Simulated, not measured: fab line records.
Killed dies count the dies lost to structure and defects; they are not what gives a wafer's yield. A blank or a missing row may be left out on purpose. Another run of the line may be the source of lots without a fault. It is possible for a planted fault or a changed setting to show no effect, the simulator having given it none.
Which tool did it? :: flow n5-finfet :: 12 lots with 36 wafers sampled at 4 steps, on a route of 1938 steps

## WHAT EACH GAUGE READ, for each wafer
N5_BEOL_M4_CD_MEAS_11: target cd 16.79 nm.
lot: L075
measured: day 9 19:59
on: cd-sem-01
cd-nm (nm): 16.96 16.80 16.82

lot: L078
measured: day 10 14:08
on: cd-sem-02
cd-nm (nm): 16.40 16.80 16.64

lot: L079
measured: day 10 19:35
on: cd-sem-01
cd-nm (nm): 16.22 16.37 16.35

lot: L082
measured: day 10 23:51
on: cd-sem-03
cd-nm (nm): 16.51 16.72 16.71

lot: L083
measured: day 11 14:19
on: cd-sem-02
cd-nm (nm): 16.78 17.15 16.84

lot: L085
measured: day 12 15:53
on: cd-sem-01
cd-nm (nm): 16.51 17.07 16.89

lot: L087
measured: day 12 19:02
on: cd-sem-02
cd-nm (nm): 16.56 16.92 17.09

lot: L089
measured: day 13 15:05
on: cd-sem-02
cd-nm (nm): 17.06 16.78 16.80

lot: L092
measured: day 13 22:02
on: cd-sem-03
cd-nm (nm): 16.45 16.77 16.24

lot: L093
measured: day 13 22:48
on: cd-sem-01
cd-nm (nm): 16.74 17.00 16.35

lot: L095
measured: day 15 14:58
on: cd-sem-01
cd-nm (nm): 16.51 16.48 16.09

lot: L097
measured: day 15 19:16
on: cd-sem-01
cd-nm (nm): 17.33 16.34 16.68

## WHAT TOOL EACH LOT RAN ON (gives the tool, then ch and the chambers of the sampled wafers, and finally the start)
lot: L075
N5_BEOL_M3_ANNEAL_89: pvd-sputter-01, day 8 16:27
N5_BEOL_M3_ANNEAL_91: pvd-sputter-01, day 8 16:40
N5_BEOL_M3_SPUTTER_92: pvd-sputter-01, day 8 16:49

lot: L078
N5_BEOL_M3_ANNEAL_89: pvd-sputter-02, day 10 10:57
N5_BEOL_M3_ANNEAL_91: pvd-sputter-02, day 10 11:10
N5_BEOL_M3_SPUTTER_92: pvd-sputter-02, day 10 11:19

lot: L079
N5_BEOL_M3_ANNEAL_89: pvd-sputter-03, day 10 15:24
N5_BEOL_M3_ANNEAL_91: pvd-sputter-03, day 10 15:37
N5_BEOL_M3_SPUTTER_92: pvd-sputter-03, day 10 15:46

lot: L082
N5_BEOL_M3_ANNEAL_89: pvd-sputter-02, day 10 21:05
N5_BEOL_M3_ANNEAL_91: pvd-sputter-02, day 10 21:18
N5_BEOL_M3_SPUTTER_92: pvd-sputter-02, day 10 21:26

lot: L083
N5_BEOL_M3_ANNEAL_89: pvd-sputter-01, day 11 11:05
N5_BEOL_M3_ANNEAL_91: pvd-sputter-01, day 11 11:18
N5_BEOL_M3_SPUTTER_92: pvd-sputter-01, day 11 11:26

lot: L085
N5_BEOL_M3_ANNEAL_89: pvd-sputter-03, day 12 11:52
N5_BEOL_M3_ANNEAL_91: pvd-sputter-03, day 12 12:05
N5_BEOL_M3_SPUTTER_92: pvd-sputter-03, day 12 12:14

lot: L087
N5_BEOL_M3_ANNEAL_89: pvd-sputter-01, day 12 14:46
N5_BEOL_M3_ANNEAL_91: pvd-sputter-01, day 12 14:59
N5_BEOL_M3_SPUTTER_92: pvd-sputter-01, day 12 15:07

lot: L089
N5_BEOL_M3_ANNEAL_89: pvd-sputter-03, day 13 07:31
N5_BEOL_M3_ANNEAL_91: pvd-sputter-03, day 13 07:44
N5_BEOL_M3_SPUTTER_92: pvd-sputter-03, day 13 07:52

lot: L092
N5_BEOL_M3_ANNEAL_89: pvd-sputter-03, day 13 19:02
N5_BEOL_M3_ANNEAL_91: pvd-sputter-03, day 13 19:15
N5_BEOL_M3_SPUTTER_92: pvd-sputter-03, day 13 19:23

lot: L093
N5_BEOL_M3_ANNEAL_89: pvd-sputter-01, day 13 20:12
N5_BEOL_M3_ANNEAL_91: pvd-sputter-01, day 13 20:25
N5_BEOL_M3_SPUTTER_92: pvd-sputter-01, day 13 20:34

lot: L095
N5_BEOL_M3_ANNEAL_89: pvd-sputter-02, day 15 11:45
N5_BEOL_M3_ANNEAL_91: pvd-sputter-02, day 15 11:58
N5_BEOL_M3_SPUTTER_92: pvd-sputter-02, day 15 12:07

lot: L097
N5_BEOL_M3_ANNEAL_89: pvd-sputter-03, day 15 16:17
N5_BEOL_M3_ANNEAL_91: pvd-sputter-03, day 15 16:31
N5_BEOL_M3_SPUTTER_92: pvd-sputter-03, day 15 16:39
- N5_BEOL_M3_ANNEAL_89: time 240 s.
- N5_BEOL_M3_ANNEAL_91: time 240 s.
- N5_BEOL_M3_SPUTTER_92: material Cu, target thk 4.5 nm, time 8.29 s.

## THE ANSWER, worked out from the rows above alone
Rule: the lots themselves supply what counts as usual. Put in order of their means at a reading, lots are off if they are a third of the lots or fewer, leave a main group of 4 or more, and stand apart from it by a gap of 3 or more times the standard deviation of the main group's means; of several such gaps the widest counts. The tables above print the reading to a certain number of digits; a main group whose means all agree to those digits is not used. A lot without any number at a reading at which 4 lots or more have one is off too. The other lots that the step has rows for count as sound.
No lot is off on any of the readings shown, so nothing can be concluded from this.

## WHAT WAS PUT IN BY THE SIMULATOR
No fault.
